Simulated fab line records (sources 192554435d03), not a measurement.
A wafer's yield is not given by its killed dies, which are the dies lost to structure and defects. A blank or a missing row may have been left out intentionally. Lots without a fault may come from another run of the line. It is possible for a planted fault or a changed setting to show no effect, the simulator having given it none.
Check for tools in common :: flow n5Finfet :: 26 wafers sampled across 9 lots

WHAT PROMPTED THE OPENING
N5_BEOL_M12_OVL_MEAS_11, reading V11_OVL: flagged on 4 of 9 lots. Wafers without a fault read -1 nm, standard deviation 6.1.
Rule: flag the lot when none of its wafers has a number, or when each of its wafers that has one lies beyond 4 standard deviations from that mean. As for the other lots, they are considered sound.

lot: L198
measured: day 14 03:42
on: overlay-02
V11_OVL (nm), wafer by wafer: -3 -2 -7
flag: 

lot: L196
measured: day 14 12:07
on: overlay-02
V11_OVL (nm), wafer by wafer: -11 0 3
flag: 

lot: L197
measured: day 14 21:43
on: overlay-01
V11_OVL (nm), wafer by wafer: 3 -7 7
flag: 

lot: L200
measured: day 14 23:17
on: overlay-02
V11_OVL (nm), wafer by wafer: 5 13 8
flag: 

lot: L203
measured: day 15 20:12
on: overlay-01
V11_OVL (nm), wafer by wafer: -2 -1 -6
flag: 

lot: L210
measured: day 18 01:03
on: overlay-01
V11_OVL (nm), wafer by wafer: 39 35 38
flag: FLAGGED

lot: L206
measured: day 18 01:05
on: overlay-02
V11_OVL (nm), wafer by wafer: 34 40 41
flag: FLAGGED

lot: L212
measured: day 18 03:31
on: overlay-02
V11_OVL (nm), wafer by wafer: 26 29
flag: FLAGGED

lot: L213
measured: day 18 14:58
on: overlay-02
V11_OVL (nm), wafer by wafer: 39 42 45
flag: FLAGGED
On average the flagged lots' numbers are 37 nm, which is +38 nm against the usual, or +6 standard deviations.

TOOL THAT RAN EACH LOT
The record holds 2 process steps before the reading, out of a route of 1938 steps. Each cell gives the tool, then ch followed by the chambers the sampled wafers passed through, then the start.
lot: L198
flag: 
N5_BEOL_M11_STRIP_36: rieDiel-02 ch 0,3, day 14 00:05
N5_BEOL_M12_EXPOSE_07: krfScanner-02 ch 0, day 14 03:30

lot: L196
flag: 
N5_BEOL_M11_STRIP_36: rieDiel-06 ch 0,3, day 14 08:53
N5_BEOL_M12_EXPOSE_07: krfScanner-02 ch 0, day 14 11:55

lot: L197
flag: 
N5_BEOL_M11_STRIP_36: rieDiel-03 ch 0,2,3, day 14 18:07
N5_BEOL_M12_EXPOSE_07: krfScanner-01 ch 0, day 14 21:31

lot: L200
flag: 
N5_BEOL_M11_STRIP_36: rieDiel-02 ch 0,2, day 14 19:49
N5_BEOL_M12_EXPOSE_07: krfScanner-01 ch 0, day 14 23:05

lot: L203
flag: 
N5_BEOL_M11_STRIP_36: rieDiel-02 ch 1,2,3, day 15 15:19
N5_BEOL_M12_EXPOSE_07: krfScanner-02 ch 0, day 15 19:59

lot: L210
flag: FLAGGED
N5_BEOL_M11_STRIP_36: rieDiel-06 ch 1,2,3, day 17 21:14
N5_BEOL_M12_EXPOSE_07: krfScanner-02 ch 0, day 18 00:52

lot: L206
flag: FLAGGED
N5_BEOL_M11_STRIP_36: rieDiel-06 ch 1,2,3, day 17 21:42
N5_BEOL_M12_EXPOSE_07: krfScanner-02 ch 0, day 18 00:53

lot: L212
flag: FLAGGED
N5_BEOL_M11_STRIP_36: rieDiel-06 ch 1,3, day 17 23:23
N5_BEOL_M12_EXPOSE_07: krfScanner-02 ch 0, day 18 03:19

lot: L213
flag: FLAGGED
N5_BEOL_M11_STRIP_36: rieDiel-03 ch 0,1,2, day 18 11:35
N5_BEOL_M12_EXPOSE_07: krfScanner-02 ch 0, day 18 14:46
These steps, and what they do:
- N5_BEOL_M11_STRIP_36: strips in N2/H2.
- N5_BEOL_M12_EXPOSE_07: exposes mask V11.
- N5_BEOL_M12_OVL_MEAS_11

FLAGGED AGAINST TOTAL, ONE TOOL AT A TIME (gauges that did the reading follow at the end)
step: N5_BEOL_M11_STRIP_36
tool: rieDiel-02
lots run: 3
flagged: 0
share of the flagged lots: none
sound lots run after its first flagged lot: -

step: N5_BEOL_M11_STRIP_36
tool: rieDiel-03
lots run: 2
flagged: 1
share of the flagged lots: some
sound lots run after its first flagged lot: 0

step: N5_BEOL_M11_STRIP_36
tool: rieDiel-06
lots run: 4
flagged: 3
share of the flagged lots: some
sound lots run after its first flagged lot: 0

step: N5_BEOL_M12_EXPOSE_07
tool: krfScanner-01
lots run: 2
flagged: 0
share of the flagged lots: none
sound lots run after its first flagged lot: -

step: N5_BEOL_M12_EXPOSE_07
tool: krfScanner-02
lots run: 7
flagged: 4
share of the flagged lots: all
sound lots run after its first flagged lot: 0

step: N5_BEOL_M12_OVL_MEAS_11
tool: overlay-01
lots run: 3
flagged: 1
share of the flagged lots: some
sound lots run after its first flagged lot: 0

step: N5_BEOL_M12_OVL_MEAS_11
tool: overlay-02
lots run: 6
flagged: 3
share of the flagged lots: some
sound lots run after its first flagged lot: 0

THE TABLE: WHAT IT ALLOWS
In the table, 1 row covers all flagged lots: krfScanner-02 at N5_BEOL_M12_EXPOSE_07.
- krfScanner-02 at N5_BEOL_M12_EXPOSE_07: 4 of its 7 lots flagged. Its last sound lot is L203 (day 15 19:59), its first flagged lot L210 (day 18 00:52): a fault that began between those two fits.
Just one tool remains: krfScanner-02 at N5_BEOL_M12_EXPOSE_07.

WHAT HAD BEEN PUT IN BY THE SIMULATOR
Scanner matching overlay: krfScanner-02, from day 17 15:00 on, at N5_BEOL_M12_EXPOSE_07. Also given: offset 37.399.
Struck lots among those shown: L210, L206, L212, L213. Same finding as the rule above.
